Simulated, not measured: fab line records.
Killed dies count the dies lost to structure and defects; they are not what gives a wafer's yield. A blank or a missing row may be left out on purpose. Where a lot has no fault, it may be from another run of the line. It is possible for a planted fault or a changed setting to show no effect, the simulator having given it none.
A struck lot beside a sound one || flow nandHarc || 24 steps out of a route of 1302
Sound: wafers L307.2, L307.3, L307.6. Wafers struck: L309.1, L309.2, L309.6. At the end, the cause is stated.
At each step with rows: each side's tool, then ch and its chambers, then its first start. Under that, the readings that differ: sound wafers || struck wafers || difference of the means || sigmas: that difference in standard deviations of wafers without a fault.
alike: same words and numbers on both sides, and readings whose means sit less than 2 such deviations apart. not compared: any withheld reading, any reading some wafer has no value for, any bound like >300 that may hide the same value, and any number with overlapping values for which the record gives no deviation.
Wherever a step has rows on one side only, a row that says differs or no value, or a row with sigmas, the two part there. When numbers do not overlap yet have no deviation, they are printed without sigmas and do not part them. Lack of a reading on every wafer of one side parts them only where that side has two or more wafers.

first, 9 steps without rows for these wafers: NHARC_A_CHANNEL_HOLE_D1_DESCUM_15 (chemistry O2, time 3 s); NHARC_A_CHANNEL_HOLE_D1_ETCH_38 (etches the open film in CF4, target depth 39 nm, time 65 s); NHARC_A_CHANNEL_HOLE_D1_ETCH_39 (etches the open film in N2/H2, target depth 260 nm, time 325 s); NHARC_A_CHANNEL_HOLE_D1_ETCH_34 (etches the open film in CF4/CHF3, target depth 154 nm, time 77 s); NHARC_A_CHANNEL_HOLE_D1_ETCH_16 (etches the open film in O2/COS, target depth 3100 nm, time 806 s); NHARC_A_CHANNEL_HOLE_D1_ETCH_19 (etches the open film in C4F8/O2/Ar, time 34.5 s); NHARC_A_CHANNEL_HOLE_D1_ETCH_20 (etches the open film in C4F8/O2/Ar, time 361.9 s, target depth 1600 nm); NHARC_A_CHANNEL_HOLE_D1_ETCH_21 (etches the open film in C4F8/O2/Ar, time 514.3 s, target depth 1600 nm); NHARC_A_CHANNEL_HOLE_D1_ETCH_22 (etches the open film in C4F8/O2/Ar, time 666.7 s, target depth 1600 nm).
NHARC_A_CHANNEL_HOLE_D1_ETCH_23: etches the open film in C4F8/O2/Ar, time 819 s, target depth 1600 nm.
  sound on harEtch-02 ch 0,1, day 10 03:59; struck on harEtch-01 ch 0,1, day 10 22:59
  no value came back on the struck wafers for any of 7 readings (c4f8FlowSccm (sccm), chamberPressureMTorr (mTorr) and others); on the sound wafers c4f8FlowSccm (sccm) reads 89.34 89.63 89.76
  not compared: rfHoursCounterH
then, 7 steps without rows for these wafers: NHARC_A_CHANNEL_HOLE_D1_ETCH_24 (etches the open film in C4F8/O2/Ar, time 906.2 s, target depth 1500 nm); NHARC_A_CHANNEL_HOLE_D1_ETCH_25 (etches the open film in C4F8/O2/Ar, time 1040.2 s, target depth 1500 nm); NHARC_A_CHANNEL_HOLE_D1_ETCH_26 (etches the open film in C4F8/O2/Ar, time 224.1 s, target depth 300 nm); NHARC_A_CHANNEL_HOLE_D1_ETCH_33 (etches the open film in C4F8/O2/Ar, time 90 s, target depth 400 nm); NHARC_A_CHANNEL_HOLE_D1_STRIP_41 (strips in N2/H2); NHARC_A_CHANNEL_HOLE_D1_STRIP_42 (strips in CF4/CHF3); NHARC_A_CHANNEL_HOLE_D1_STRIP_43 (strips in O2/COS).
NHARC_A_CHANNEL_HOLE_D1_ETCH_44: etches the open film in CF4/O2, target depth 140 nm, overetch 14 nm, time 77 s.
  sound on rieDiel-01 ch 0,1,3, day 10 07:16; struck on rieDiel-01 ch 1,2,3, day 11 02:17
  alike: biasW, cf4FlowSccm, drypumpMotorCurrentA, oesProductAu, rfVppV, showerheadPlenumPTorr, throttleValvePct
  not compared: rfHoursCounterH, model.A_CHANNEL_HOLE_D1.cdNm
then, 3 steps without rows for these wafers: NHARC_A_CHANNEL_HOLE_D1_STRIP_27 (strips in O2); NHARC_A_CHANNEL_HOLE_D1_PRECLEAN_28 (cleans in SC1); NHARC_A_CHANNEL_HOLE_D1_SRD_29.
NHARC_A_CHANNEL_HOLE_D1_CD_MEAS_30:
  sound: cdSem-03 at day 10 08:04; struck: cdSem-01 at day 11 03:06
{"reading": "cdNm (nm)", "sound": "90.7 92.4 91.3", "struck": "0.8 2.4 0.0", "difference": -90.4, "sigmas": -90}
NHARC_A_CHANNEL_HOLE_D1_XSEM_31:
  sound on xsem-01 ch 0, day 10 08:10; struck on xsem-02 ch 0, day 11 03:11
{"reading": "botCdNm (nm)", "sound": "75.6 76.9 76.3", "struck": "0.4 2.1 0.0", "difference": -75.4, "sigmas": -63}
{"reading": "bowNm (nm)", "sound": "8.91 8.92 8.98", "struck": "0.59 0.59 0.59", "difference": -8.35, "sigmas": -40}
  alike: tiltDeg
-- break in the record here, with 15 days between the starts of the struck wafers on either side (left off in module A_CHANNEL_HOLE_D1, picked up again in module END, where the first step shown is number 1302 on the route) --
NHARC_END_SORT_01:
  at this point the record logs the struck wafers (prober-02 ch 0, day 26 00:46) and has no rows for the sound ones

WHERE THEY PART
First at NHARC_A_CHANNEL_HOLE_D1_ETCH_23; last, within this record, at NHARC_END_SORT_01.

WHY: whatever the simulator had introduced
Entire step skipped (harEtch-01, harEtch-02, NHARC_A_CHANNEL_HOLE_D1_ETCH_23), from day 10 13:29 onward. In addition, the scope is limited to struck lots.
